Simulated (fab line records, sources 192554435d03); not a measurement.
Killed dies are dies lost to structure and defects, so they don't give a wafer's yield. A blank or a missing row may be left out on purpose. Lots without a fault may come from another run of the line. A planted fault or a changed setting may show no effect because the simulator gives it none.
A struck lot beside a sound one | flow n5_finfet | 36 steps out of a route of 1938
Sound: wafers L354.1, L354.3, L354.4. Struck: wafer L343.1. (L343.3 of the same lot was not struck and is left out.) The cause comes at the end.
At each step with rows: each side's tool, then ch and its chambers, then its first start. Under that, the readings that differ: sound wafers | struck wafers | difference of the means | sigmas: that difference in standard deviations of wafers without a fault.
alike: readings whose means differ by less than 2 such deviations, and words and numbers that are the same on both sides. not compared: withheld readings, readings that some wafer has no value for, bounds like >300 that may hide the same value, and numbers for which the record gives no deviation and whose values overlap.
The two part at a step that has a row with sigmas, a row that says differs or no value, or rows on one side only. Numbers that don't overlap but have no deviation are shown without sigmas and don't part them. A reading that every wafer of one side lacks parts them only if that side has two wafers or more.

first, 9 steps without rows for these wafers: N5_BEOL_M13_PRE_CLEAN_42 (time 30 s); N5_BEOL_M13_SPUTTER_43 (material TaN, target thk 15 nm, time 24.19 s); N5_BEOL_M13_SPUTTER_44 (material Ta, target thk 10 nm, time 16.13 s); N5_BEOL_M13_SPUTTER_45 (material Cu, target thk 80 nm, time 13.33 s); N5_BEOL_M13_ECD_47 (material Cu, target thk 936 nm); N5_BEOL_M13_ANNEAL_48 (time 90 s); N5_BEOL_M13_CMP_49 (polishes, stops on SiOC, t overpolish 17.1 s, target thk 420 nm); N5_BEOL_M13_PRE_CLEAN_52 (time 15 s); N5_BEOL_M13_DEP_53 (deposits SiCN from 3MS/NH3, target thk 50 nm, time 17.8 s).
N5_BEOL_M14_ILD_DEP_00: deposits SiO2 from TEOS/O2, target thk 1119.3 nm, time 237.4 s.
  sound on pecvd-01 ch 0,2, day 16 18:04; struck on pecvd-02 ch 0, day 14 15:52
  reading                                       | sound             | struck | difference | sigmas
  run_length_s (s)                              | 281.3 280.0 279.8 | 229.5  | -50.9      | -77
  model.SiO2_of_BEOL_M14_ILD_DEP_00.thk_nm (nm) | 1104 1094 1109    | 887    | -215       |
  alike: heater_power_w, showerhead_plenum_p_Torr, throttle_valve_pct
  not compared: since_wet_clean_h
N5_BEOL_M14_THK_MEAS_01:
  sound on film_metro-01, day 16 18:15; struck on film_metro-02, day 14 16:03
  reading          | sound          | struck | difference | sigmas
  M14_ILD_THK (nm) | 1105 1094 1109 | 888    | -215       | -17
then, 10 steps without rows for these wafers: N5_BEOL_M14_COAT_58 (time 60 s, resist thk 89 nm); N5_BEOL_M14_COAT_04 (resist thk 800 nm); N5_BEOL_M14_EBR_06; N5_BEOL_M14_SOFTBAKE_05 (time 60 s); N5_BEOL_M14_EXPOSE_07 (exposes mask V13); N5_BEOL_M14_PEB_08 (peb time 90 s); N5_BEOL_M14_DEVELOP_09 (develop time 45 s); N5_BEOL_M14_HARDBAKE_14 (time 120 s); N5_BEOL_M14_DESCUM_15 (chemistry O2, time 7.9 s); N5_BEOL_M14_ETCH_59 (etches BARC in N2/H2, target depth 89 nm, overetch 26.7 nm, time 67.9 s).
N5_BEOL_M14_VIA_ETCH_16: etches SiO2 in C4F8/O2/Ar, target depth 1231.3 nm.
  sound on rie_diel-01 ch 0,1, day 16 19:01; struck on rie_diel-06 ch 1, day 14 16:52
  reading                                    | sound           | struck | difference | sigmas
  drypump_motor_current_A (A)                | 5.0 5.3 5.3     | 6.3    | +1.1       | +3
  model.etch.depth_nm (nm)                   | 1104 1094 1109  | 887.1  | -215.2     |
  model.coat_of_BEOL_M14_COAT_04.thk_nm (nm) | 458.8 462.6 460 | 508.2  | +47.7      |
  alike: C4F8_flow_sccm, oes_product_au, rf_vpp_V, showerhead_plenum_p_Torr, throttle_valve_pct
then, 13 steps without rows for these wafers: N5_BEOL_M14_STRIP_63 (strips in O2); N5_BEOL_M14_STRIP_64 (strips in O2); N5_BEOL_M14_STRIP_71 (strips in post etch residue remover, time 60 s); N5_BEOL_M14_SRD_72 (time 30 s, dry time 30 s); N5_BEOL_M14_COAT_65 (time 60 s, resist thk 450 nm); N5_BEOL_M14_COAT_66 (time 60 s, resist thk 110 nm); N5_BEOL_M14_COAT_22 (resist thk 300 nm); N5_BEOL_M14_EBR_24; N5_BEOL_M14_SOFTBAKE_23 (time 60 s); N5_BEOL_M14_EXPOSE_25 (exposes mask M14, target cd 280 nm); N5_BEOL_M14_PEB_26 (peb time 90 s); N5_BEOL_M14_DEVELOP_27 (develop time 45 s); N5_BEOL_M14_HARDBAKE_32 (time 120 s).
N5_BEOL_M14_CMP_49: polishes, stops on SiO2, t overpolish 5.2 s, target thk 560 nm.
  sound on cmp-02 ch 1,2,3, day 16 22:07; struck on cmp-02 ch 0, day 14 22:51
  reading                                       | sound          | struck | difference | sigmas
  model.SiO2_of_BEOL_M14_ILD_DEP_00.thk_nm (nm) | 1024 1013 1028 | 808.2  | -213.5     |
  alike: motor_current_A

WHERE THEY PART
First at N5_BEOL_M14_ILD_DEP_00; last, within this record, at N5_BEOL_M14_VIA_ETCH_16. Later steps at which nothing parts them and some readings are alike: N5_BEOL_M14_CMP_49.

WHY: what the simulator had put in
Process parameter drift: pecvd-02, from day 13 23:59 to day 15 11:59, at N5_BEOL_M14_ILD_DEP_00. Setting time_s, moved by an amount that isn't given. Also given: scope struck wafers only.
